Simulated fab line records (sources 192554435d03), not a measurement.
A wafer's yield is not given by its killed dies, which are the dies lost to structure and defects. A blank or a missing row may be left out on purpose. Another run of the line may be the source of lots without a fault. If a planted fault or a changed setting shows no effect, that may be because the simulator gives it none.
Struck lot and sound lot, side by side | flow n5_finfet | 25 steps out of a route of 1938
Sound: these wafers, L840.1, L840.2, L840.5. The struck wafers were L850.1, L850.2, L850.4. The cause comes at the end.
Each step with rows lists, per side, the tool, then ch with its chambers, then its first start. Under that, the readings that differ: sound wafers | struck wafers | difference of the means | sigmas: that difference in standard deviations of wafers without a fault.
alike: same words and numbers on both sides, and readings whose means sit less than 2 such deviations apart. not compared: any withheld reading, any reading some wafer has no value for, any bound like >300 that may hide the same value, and any number with overlapping values for which the record gives no deviation.
A row with sigmas, a row that says differs or no value, or rows on one side alone: a step with any of these is where the two part. Non-overlapping numbers with no deviation appear without sigmas and do not part them. Lack of a reading on every wafer of one side parts them only where that side has two or more wafers.

first, 3 steps without rows for these wafers: N5_WELL_APT_IMPLANT_31; N5_WELL_APT_IMPLANT_32; N5_WELL_APT_STRIP_33 (strips in SPM, time 900 s).
N5_WELL_APT_RTA_34: time 10 s.
  sound on rtp_anneal-01 ch 0, day 1 21:44; struck on rtp_anneal-02 ch 0, day 4 10:10
  alike: lamp_power_pct, lamp_zone_6_pct, wafer_temp_C_max
then, 4 steps without rows for these wafers: N5_WELL_APT_OXIDE_STRIP_42 (strips SiO2 in dHF, time 45 s, target depth 12 nm); N5_WELL_APT_PRECLEAN_36 (cleans in O3/DIW, time 45 s); N5_WELL_APT_PRECLEAN_39 (cleans in dHF, time 60 s); N5_WELL_APT_SRD_37 (time 30 s).
N5_WELL_APT_EPI_41: deposits Si from SiH4/H2, target thk 50 nm, time 297.7 s.
  sound on epi_rpcvd-01 ch 0, day 1 21:59; struck on epi_rpcvd-04 ch 0, day 4 10:25
  alike: throttle_valve_pct
N5_WELL_APT_INSPECT_38: inspects for defects (darkfield).
  sound: defect_inspect-02 at day 1 22:37; struck: defect_inspect-02 at day 4 11:15
  alike: raw_defect_count
N5_PMOS_HMC_CHANNEL_EPI_HM_DEP_34: deposits SiO2 from TEOS/O2, target thk 36 nm, time 6.9 s.
  sound on pecvd-03 ch 0,1, day 1 22:40; struck on pecvd-04 ch 0,1,2, day 4 11:17
  alike: heater_power_outer_w, heater_power_w, rf_fwd_power_W, showerhead_plenum_p_Torr, throttle_valve_pct
then, 1 step without rows for these wafers: N5_PMOS_HMC_CHANNEL_EPI_COAT_31 (time 60 s, resist thk 66 nm).
N5_PMOS_HMC_CHANNEL_EPI_COAT_03: resist thk 205 nm.
  sound on litho_track-04 ch 0, day 1 22:43; struck on litho_track-01 ch 0, day 4 11:20
  reading                                                         | sound                | struck               | difference | sigmas
  spin_speed_rpm (rpm)                                            | 1499.6 1499.8 1499.4 | 1460.3 1459.2 1459.0 | -40.1      | -47
  model.CAR-ArF-block_of_PMOS_HMC_CHANNEL_EPI_COAT_03.thk_nm (nm) | 204.6 204.6 204.6    | 208.2 208 207.9      | +3.4       |
then, 5 steps without rows for these wafers: N5_PMOS_HMC_CHANNEL_EPI_EBR_05; N5_PMOS_HMC_CHANNEL_EPI_SOFTBAKE_04 (time 60 s); N5_PMOS_HMC_CHANNEL_EPI_EXPOSE_06 (exposes mask PMOS HMC BLK, target cd 240 nm); N5_PMOS_HMC_CHANNEL_EPI_PEB_07 (peb time 60 s); N5_PMOS_HMC_CHANNEL_EPI_DEVELOP_08 (develop time 30 s).
N5_PMOS_HMC_CHANNEL_EPI_CD_MEAS_09: target cd 237.4 nm.
  sound on cd_sem-01 ch 0, day 1 23:04; struck on cd_sem-02 ch 0, day 4 11:34
  alike: cd_nm
N5_PMOS_HMC_CHANNEL_EPI_OVL_MEAS_10:
  sound on overlay-02 ch 0, day 1 23:05; struck on overlay-02 ch 0, day 4 11:35
  alike: PMOS_HMC_BLK_OVL
N5_PMOS_HMC_CHANNEL_EPI_INSPECT_11: inspects for defects (macro).
  sound: defect_inspect-01 at day 1 23:07; struck: defect_inspect-01 at day 4 11:37
  alike: raw_defect_count
N5_PMOS_HMC_CHANNEL_EPI_DESCUM_14: chemistry O2, time 7.9 s.
  sound on rie_diel-04 ch 0,1,2, day 1 23:26; struck on rie_diel-06 ch 1,2,3, day 4 11:39
  reading                                                         | sound             | struck            | difference | sigmas
  drypump_motor_current_A (A)                                     | 5.6 6.1 6.5       | 4.8 5.3 5.1       | -1.0       | -2
  model.CAR-ArF-block_of_PMOS_HMC_CHANNEL_EPI_COAT_03.thk_nm (nm) | 198.1 198.1 198.1 | 201.7 201.4 201.5 | +3.4       |
  alike: oes_product_au, rf_fwd_power_W, rf_vpp_V, showerhead_plenum_p_Torr, throttle_valve_pct
  not compared: rf_hours_counter_h
N5_PMOS_HMC_CHANNEL_EPI_ETCH_32: etches BARC in N2/H2, stops on SiO2, target depth 85.8 nm, time 50.3 s.
  sound on rie_diel-04 ch 0,1,2, day 1 23:28; struck on rie_diel-06 ch 1,2,3, day 4 11:41
  alike: drypump_motor_current_A, oes_product_au, rf_fwd_power_W, rf_vpp_V, showerhead_plenum_p_Torr, throttle_valve_pct
  not compared: rf_hours_counter_h
-- the record jumps here: 7 days lie between the struck wafers' starts before and after (it left off in module PMOS_HMC_CHANNEL_EPI and takes up again in module BEOL_M4, whose first step shown is number 1111 of the route) --
N5_BEOL_M4_RC_MEAS_101:
  sound on prober-02 ch 0, day 8 15:35; struck on prober-02 ch 0, day 11 11:13
  alike: DIBL_N, DIBL_P, IOFF_N, IOFF_P, ION_N, ION_P, SS_N, SS_P, VT_N, VT_P
N5_PASSIVATION_PROBE_49:
  rows exist in the record for the sound wafers here (prober-02, day 13 12:55), none for the struck ones

== WHERE THEY PART ==
Last at N5_PASSIVATION_PROBE_49 as far as this record goes, first at N5_PMOS_HMC_CHANNEL_EPI_COAT_03.

WHY: the cause the simulator had injected
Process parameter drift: litho_track-01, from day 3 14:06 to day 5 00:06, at N5_PMOS_HMC_CHANNEL_EPI_COAT_03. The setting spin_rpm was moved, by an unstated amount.
